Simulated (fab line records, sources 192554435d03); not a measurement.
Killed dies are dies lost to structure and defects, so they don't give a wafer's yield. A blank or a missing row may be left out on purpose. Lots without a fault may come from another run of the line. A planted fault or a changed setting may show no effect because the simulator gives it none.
Chamber matching | flow n5_finfet | N5_BEOL_M14_ETCH_59 on rie_diel-04: 4 sister chambers
The step etches BARC in N2/H2, target depth 89 nm, overetch 26.7 nm, time 67.9 s. 22 wafers are shown with their chamber, then 11 later ones without.

WAFERS WITH THEIR CHAMBER
wafer  | chamber | showerhead_plenum_p_Torr (Torr) | drypump_motor_current_A (A) | throttle_valve_pct (%)
L077.2 | 0       | 2.58                            | 5.3                         | 17.67
L077.5 | 0       | 2.58                            | 5.3                         | 17.68
L077.6 | 2       | 2.64                            | 5.9                         | 17.87
L076.2 | 1       | 2.62                            | 5.4                         | 17.94
L076.3 | 3       | 2.49                            | 5.3                         | 17.71
L076.4 | 2       | 2.64                            | 5.9                         | 17.86
L080.1 | 0       | 2.58                            | 5.3                         | 17.68
L080.3 | 3       | 2.49                            | 5.3                         | 17.71
L080.4 | 1       | 2.62                            | 5.4                         | 17.93
L081.2 | 0       | 2.58                            | 5.3                         | 17.69
L081.3 | 1       | 2.62                            | 5.4                         | 17.93
L081.5 | 3       | 2.49                            | 5.3                         | 17.70
L082.3 | 3       | 2.49                            | 5.4                         | 17.70
L082.4 | 0       | 2.57                            | 5.3                         | 17.70
L082.6 | 2       | 2.64                            | 5.9                         | 17.88
L086.2 | 2       | 2.63                            | 5.8                         | 17.90
L086.5 | 2       | 2.63                            | 5.8                         | 17.89
L086.6 | 3       | 2.48                            | 5.3                         | 17.74
L088.1 | 1       | 2.61                            | 5.4                         | 17.97
L088.2 | 2       | 2.63                            | 5.8                         | 17.90
L088.3 | 3       | 2.48                            | 5.3                         | 17.76
L089.2 | 1       | 2.60                            | 5.4                         | 17.98

SIGNATURES (means of the wafers above)
reading                  | chamber 0 | chamber 1 | chamber 2 | chamber 3 | scatter within a chamber
showerhead_plenum_p_Torr | 2.5780    | 2.6140    | 2.6350    | 2.4867    | 0.00616
drypump_motor_current_A  | 5.300     | 5.400     | 5.850     | 5.317     | 0.036
throttle_valve_pct       | 17.6840   | 17.9500   | 17.8833   | 17.7200   | 0.0198
Rule: a wafer's distance from a chamber is the root of the sum, over the readings, of the square of ((its reading less the chamber's mean) divided by the reading's scatter). The wafer belongs to the nearest chamber; if the next one is less than 2 further off, it can't be placed. The scatter: the root of (the sum of the squares of (reading less its chamber's mean) over the shown wafers, divided by (wafers less chambers)).

WAFERS WITHOUT THEIR CHAMBER
wafer  | showerhead_plenum_p_Torr (Torr) | drypump_motor_current_A (A) | throttle_valve_pct (%)
L089.4 | 2.62                            | 5.8                         | 17.93
L089.6 | 2.57                            | 5.3                         | 17.72
L095.1 | 2.56                            | 5.3                         | 17.73
L095.2 | 2.60                            | 5.4                         | 18.00
L095.4 | 2.62                            | 5.8                         | 17.94
L094.2 | 2.60                            | 5.4                         | 18.00
L094.3 | 2.47                            | 5.3                         | 17.80
L094.5 | 2.60                            | 5.4                         | 18.01
L093.1 | 2.47                            | 5.3                         | 17.79
L093.5 | 2.62                            | 5.8                         | 17.95
L093.6 | 2.60                            | 5.4                         | 18.01

WHICH CHAMBER EACH WENT THROUGH
wafer  | from the rows above | in truth
L089.4 | 2                   | 2
L089.6 | 0                   | 0
L095.1 | 0                   | 0
L095.2 | 1                   | 1
L095.4 | 2                   | 2
L094.2 | 1                   | 1
L094.3 | 3                   | 3
L094.5 | 1                   | 1
L093.1 | 3                   | 3
L093.5 | 2                   | 2
L093.6 | 1                   | 1
Placed correctly: 11 of 11. Can't be placed from these rows: 0. Placed wrongly: 0.
